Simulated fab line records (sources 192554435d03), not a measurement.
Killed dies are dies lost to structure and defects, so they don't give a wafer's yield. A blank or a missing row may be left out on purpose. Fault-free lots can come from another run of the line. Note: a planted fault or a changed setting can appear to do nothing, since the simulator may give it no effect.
Which tool was responsible? -- flow n5_finfet -- Sampling: 24 lots, 72 wafers, 5 of 1938 route steps

WHAT EACH GAUGE READ, for each wafer
N5_BEOL_M2_CD_MEAS_11 targets a cd of 16.79 nm. Usual: cd_nm at 16.83 nm, with a standard deviation of 0.26.
lot,measured,on,cd_nm (nm),flag
L074,day 6 12:01,cd_sem-03,16.96 16.86 16.88,
L075,day 6 22:46,cd_sem-01,17.03 16.80 16.89,
L076,day 7 03:06,cd_sem-03,17.16 16.49 17.19,
L077,day 7 08:55,cd_sem-02,17.13 17.01 17.38,
L078,day 7 10:46,cd_sem-01,16.71 16.88 16.78,
L079,day 7 19:40,cd_sem-02,16.63 17.06 17.01,
L080,day 7 20:37,cd_sem-01,17.03 16.90 16.86,
L082,day 8 14:56,cd_sem-01,16.92 16.62 16.57,
L081,day 8 15:18,cd_sem-02,17.12 16.89 16.79,
L083,day 9 03:54,cd_sem-01,16.28 16.58 16.77,
L085,day 9 06:46,cd_sem-01,17.23 16.81 17.25,
L084,day 9 07:04,cd_sem-03,16.60 16.50 16.55,
L086,day 9 19:14,cd_sem-02,16.43 17.10 16.89,
L088,day 9 20:34,cd_sem-01,16.90 16.97 16.77,
L087,day 10 01:56,cd_sem-03,17.52 16.84 17.25,
L089,day 10 07:25,cd_sem-01,17.10 16.86 16.84,
L090,day 10 17:26,cd_sem-01,16.45 16.76 16.98,
L091,day 11 02:01,cd_sem-01,17.02 16.87 16.90,
L092,day 11 03:24,cd_sem-01,16.81 16.93 16.56,
L093,day 11 06:42,cd_sem-03,16.98 16.92 16.84,
L094,day 11 21:04,cd_sem-02,17.53 16.93 17.03,
L095,day 12 04:29,cd_sem-02,16.91 16.87 16.78,
L096,day 12 09:05,cd_sem-02,16.38 16.70 16.39,
L097,day 12 09:22,cd_sem-03,16.60 16.68 16.72,

N5_BEOL_M2_CD_MEAS_28: target cd 26.2 nm, target cd y 24.1 nm. Usual: cd_nm at 26.22 nm, with a standard deviation of 0.24.
lot,measured,on,cd_nm (nm),flag
L074,day 6 13:01,cd_sem-03,26.51 26.34 26.38,
L075,day 6 23:49,cd_sem-01,26.18 26.08 26.26,
L076,day 7 04:11,cd_sem-01,25.67 25.77 26.36,
L077,day 7 10:31,cd_sem-01,26.35 26.57 26.25,
L078,day 7 12:20,cd_sem-03,26.32 26.31 26.10,
L079,day 7 21:13,cd_sem-01,26.25 26.34 26.74,
L080,day 7 21:39,cd_sem-03,26.47 26.67 26.35,
L082,day 8 15:49,cd_sem-01,25.86 26.15 26.38,
L081,day 8 16:11,cd_sem-02,26.17 26.17 26.10,
L083,day 9 04:49,cd_sem-01,26.07 26.10 26.24,
L085,day 9 07:41,cd_sem-01,25.95 26.55 26.04,
L084,day 9 07:59,cd_sem-01,26.22 26.15 26.11,
L086,day 9 20:22,cd_sem-01,26.07 26.54 26.64,
L088,day 9 21:29,cd_sem-01,26.46 26.09 26.10,
L087,day 10 02:50,cd_sem-03,26.14 25.62 26.32,
L089,day 10 08:25,cd_sem-01,26.02 26.08 26.18,
L090,day 10 18:29,cd_sem-01,26.18 26.62 26.30,
L091,day 11 04:04,cd_sem-01,26.20 26.11 26.29,
L092,day 11 05:07,cd_sem-03,26.23 26.45 26.42,
L093,day 11 07:42,cd_sem-03,26.11 25.85 26.55,
L094,day 11 21:56,cd_sem-01,26.26 25.45 25.94,
L095,day 12 05:29,cd_sem-02,26.40 26.29 26.64,
L096,day 12 10:05,cd_sem-02,26.41 25.96 26.37,
L097,day 12 10:23,cd_sem-03,26.19 26.30 26.38,

N5_BEOL_M2_CD_MEAS_35: target cd 18 nm, target cd y 22.2 nm. Usual: cd_nm at 18.0 nm, with a standard deviation of 0.37.
lot,measured,on,cd_nm (nm),flag
L074,day 6 14:03,cd_sem-02,17.9 17.9 18.1,
L075,day 7 02:41,cd_sem-01,18.5 17.9 17.6,
L076,day 7 10:49,cd_sem-02,18.8 18.1 17.8,
L077,day 8 06:29,cd_sem-03,18.0 18.3 18.5,
L078,day 8 06:58,cd_sem-03,17.7 18.5 17.1,
L079,day 8 16:29,cd_sem-02,18.3 18.1 18.7,
L080,day 8 16:52,cd_sem-01,17.7 18.0 17.9,
L082,day 8 19:35,cd_sem-01,17.5 18.1 17.5,
L081,day 8 22:20,cd_sem-02,18.7 18.4 18.4,
L083,day 9 12:52,cd_sem-03,18.0 17.7 18.1,
L085,day 9 12:23,cd_sem-02,17.5 18.4 18.2,
L084,day 9 15:49,cd_sem-02,17.9 18.2 18.1,
L086,day 9 22:41,cd_sem-03,17.9 18.2 18.2,
L088,day 9 23:09,cd_sem-03,18.0 18.4 18.3,
L087,day 10 03:47,cd_sem-02,18.6 17.9 18.1,
L089,day 10 11:55,cd_sem-01,18.3 18.0 19.1,
L090,day 11 03:12,cd_sem-01,17.8 17.5 18.0,
L091,day 11 06:31,cd_sem-01,17.7 18.2 18.3,
L092,day 11 20:49,cd_sem-02,18.0 17.7 17.4,
L093,day 11 10:50,cd_sem-01,17.7 18.0 18.1,
L094,day 11 23:58,cd_sem-03,18.5 18.3 17.9,
L095,day 12 11:45,cd_sem-03,17.6 17.7 17.6,
L096,day 12 12:35,cd_sem-02,17.6 17.4 17.0,
L097,day 12 15:09,cd_sem-03,18.3 18.1 18.1,

EACH LOT AND THE TOOL THAT RAN IT (in order: tool; ch and the chambers of the sampled wafers; start)
lot,N5_BEOL_M2_STRIP_66,N5_BEOL_M2_ETCH_70
L074,"rie_diel-06 ch 0,2,3, day 6 12:20","rie_diel-01 ch 1,2,3, day 6 13:31"
L075,"rie_diel-06 ch 0,1, day 6 23:12","rie_diel-06 ch 0,2,3, day 7 02:10"
L076,"rie_diel-01 ch 0,1,2, day 7 03:26","rie_diel-06 ch 0,1,3, day 7 10:17"
L077,"rie_diel-06 ch 1,3, day 7 09:50","rie_diel-01 ch 2,3, day 8 05:58"
L078,"rie_diel-01 ch 0,1,2, day 7 11:47","rie_diel-01 ch 0,2,3, day 8 06:27"
L079,"rie_diel-01 ch 2,3, day 7 20:31","rie_diel-01 ch 0,1, day 8 15:58"
L080,"rie_diel-06 ch 0,1,3, day 7 21:01","rie_diel-05 ch 1,2,3, day 8 16:22"
L082,"rie_diel-01 ch 0,1,2, day 8 15:17","rie_diel-05 ch 0,1,2, day 8 19:03"
L081,"rie_diel-05 ch 2,3, day 8 15:38","rie_diel-01 ch 0,2, day 8 21:49"
L083,"rie_diel-06 ch 0,1,3, day 9 04:15","rie_diel-01 ch 0,1,2, day 9 12:21"
L085,"rie_diel-01 ch 0,2, day 9 07:07","rie_diel-01 ch 0,2, day 9 11:52"
L084,"rie_diel-06 ch 0,3, day 9 07:25","rie_diel-01 ch 0,1, day 9 15:19"
L086,"rie_diel-06 ch 0,3, day 9 19:40","rie_diel-06 ch 2,3, day 9 22:10"
L088,"rie_diel-05 ch 0,3, day 9 20:53","rie_diel-06 ch 0,2, day 9 22:38"
L087,"rie_diel-01 ch 0,1,2, day 10 02:17","rie_diel-01 ch 0,2,3, day 10 03:16"
L089,"rie_diel-01 ch 1,2, day 10 07:45","rie_diel-01 ch 0,1,2, day 10 11:24"
L090,"rie_diel-01 ch 0,1,3, day 10 17:49","rie_diel-06 ch 1,2,3, day 11 02:41"
L091,"rie_diel-01 ch 0,2,3, day 11 03:21","rie_diel-01 ch 1,2,3, day 11 06:00"
L092,"rie_diel-06 ch 1,2, day 11 04:26","rie_diel-06 ch 1, day 11 20:08"
L093,"rie_diel-06 ch 1,3, day 11 07:09","rie_diel-01 ch 0,1,3, day 11 10:20"
L094,"rie_diel-05 ch 2,3, day 11 21:23","rie_diel-01 ch 0,1, day 11 23:27"
L095,"rie_diel-05 ch 0,1,3, day 12 04:49","rie_diel-01 ch 0,2, day 12 11:14"
L096,"rie_diel-06 ch 1,3, day 12 09:25","rie_diel-05 ch 0,3, day 12 12:05"
L097,"rie_diel-06 ch 0,1,3, day 12 09:43","rie_diel-06 ch 0,1,3, day 12 14:38"
- N5_BEOL_M2_STRIP_66: strips in CF4.
- N5_BEOL_M2_ETCH_70: etches SOC in N2/H2, target depth 80 nm, overetch 24 nm, time 130 s.

AS READ BY THE TOOLS THEMSELVES (means over the sampled wafers that have a number; for cases with no such wafer, the mark the record gives instead)
N5_BEOL_M2_STRIP_66. Usual: drypump_motor_current_A 5.5 A, standard deviation 0.59; oes_product_au 0.77 a.u., standard deviation 0.085; rf_vpp_V 270.9 V, standard deviation 1.5; showerhead_plenum_p_Torr 1.77 Torr, standard deviation 0.055; throttle_valve_pct 13.59 %, standard deviation 0.27.
lot,tool,drypump_motor_current_A (A),oes_product_au (a.u.),rf_vpp_V (V),showerhead_plenum_p_Torr (Torr),throttle_valve_pct (%),flag
L074,rie_diel-06,5.9,0.71,269.6,1.74,13.68,
L075,rie_diel-06,5.4,0.76,269.7,1.78,13.68,
L076,rie_diel-01,5.4,0.80,271.3,1.79,13.42,
L077,rie_diel-06,5.2,0.71,268.3,1.71,13.81,
L078,rie_diel-01,5.5,0.79,270.8,1.79,13.45,
L079,rie_diel-01,6.0,0.78,271.8,1.80,13.36,
L080,rie_diel-06,5.3,0.73,271.0,1.74,13.77,
L082,rie_diel-01,5.5,0.78,271.2,1.78,13.47,
L081,rie_diel-05,5.9,0.69,271.8,1.83,13.78,
L083,rie_diel-06,5.3,0.72,270.3,1.74,13.79,
L085,rie_diel-01,5.9,0.80,272.0,1.79,13.36,
L084,rie_diel-06,5.6,0.73,271.4,1.76,13.70,
L086,rie_diel-06,5.5,0.70,269.3,1.72,13.78,
L088,rie_diel-05,6.1,0.80,271.3,1.78,13.49,
L087,rie_diel-01,5.5,0.76,271.5,1.78,13.50,
L089,rie_diel-01,5.5,0.75,272.9,1.80,13.47,
L090,rie_diel-01,5.1,0.81,270.6,1.76,13.51,
L091,rie_diel-01,5.5,0.83,270.1,1.77,13.39,
L092,rie_diel-06,5.5,0.80,271.8,1.79,13.72,
L093,rie_diel-06,5.2,0.69,269.2,1.70,13.91,
L094,rie_diel-05,5.9,0.76,272.0,1.82,13.66,
L095,rie_diel-05,6.0,0.82,270.5,1.78,13.52,
L096,rie_diel-06,5.3,0.86,272.4,1.84,13.55,
L097,rie_diel-06,5.3,0.80,271.4,1.80,13.67,

N5_BEOL_M2_ETCH_70. Usual: drypump_motor_current_A 5.5 A, standard deviation 0.59; oes_product_au 0.58 a.u., standard deviation 0.064; rf_vpp_V 523.3 V, standard deviation 2.3; showerhead_plenum_p_Torr 2.52 Torr, standard deviation 0.07; temp_c 40.01 C, standard deviation 0.11; throttle_valve_pct 17.8 %, standard deviation 0.3.
lot,tool,drypump_motor_current_A (A),oes_product_au (a.u.),rf_vpp_V (V),showerhead_plenum_p_Torr (Torr),temp_c (C),throttle_valve_pct (%),flag
L074,rie_diel-01,5.6,0.57,524.5,2.55,40.01,17.6,
L075,rie_diel-06,5.9,0.53,522.1,2.46,40.06,18.0,
L076,rie_diel-06,5.3,0.55,521.1,2.48,40.01,18.0,
L077,rie_diel-01,6.1,0.57,524.7,2.55,40.02,17.5,
L078,rie_diel-01,5.5,0.57,523.6,2.52,39.99,17.7,
L079,rie_diel-01,5.0,0.56,523.3,2.51,39.92,17.8,
L080,rie_diel-05,5.8,0.51,525.1,2.58,40.02,17.9,
L082,rie_diel-05,5.8,0.55,523.1,2.53,40.06,17.7,
L081,rie_diel-01,5.9,0.60,523.6,2.53,40.09,17.4,
L083,rie_diel-01,5.5,0.58,523.3,2.52,39.99,17.6,
L085,rie_diel-01,5.4,0.59,521.0,2.49,39.93,17.7,
L084,rie_diel-01,5.0,0.57,521.8,2.49,40.03,17.9,
L086,rie_diel-06,5.8,0.58,522.9,2.53,40.12,18.0,
L088,rie_diel-06,5.9,0.62,525.6,2.59,39.94,17.7,
L087,rie_diel-01,5.5,0.63,522.4,2.51,40.10,17.6,
L089,rie_diel-01,5.5,0.57,523.0,2.51,40.04,17.7,
L090,rie_diel-06,5.7,0.58,522.9,2.52,39.95,18.0,
L091,rie_diel-01,5.6,0.61,523.9,2.53,40.00,17.6,
L092,rie_diel-06,4.9,0.54,520.7,2.43,39.95,18.1,
L093,rie_diel-01,5.1,0.60,522.2,2.50,40.14,17.8,
L094,rie_diel-01,5.0,0.56,521.9,2.48,39.93,17.9,
L095,rie_diel-01,5.9,0.58,523.7,2.52,39.95,17.5,
L096,rie_diel-05,6.1,0.55,523.8,2.56,40.01,18.0,
L097,rie_diel-06,5.3,0.58,524.1,2.56,40.07,18.0,

THE ANSWER, worked out from the rows above alone
Rule: lot off if the mean of its wafers having a number is beyond 3 standard deviations from the usual mean. A lot without any number at a reading at which 4 lots or more have one is off too. The other lots that the step has rows for count as sound. First the gauges in route order, then the tools' own readings, where a lot's mean is used as printed above. The first step at which some lot is off is used, and at that step the reading that is off furthest; a lot without a number counts as furthest.
Across all readings shown, no lot is off: no conclusion can be drawn from this.

WHAT WAS PUT IN BY THE SIMULATOR
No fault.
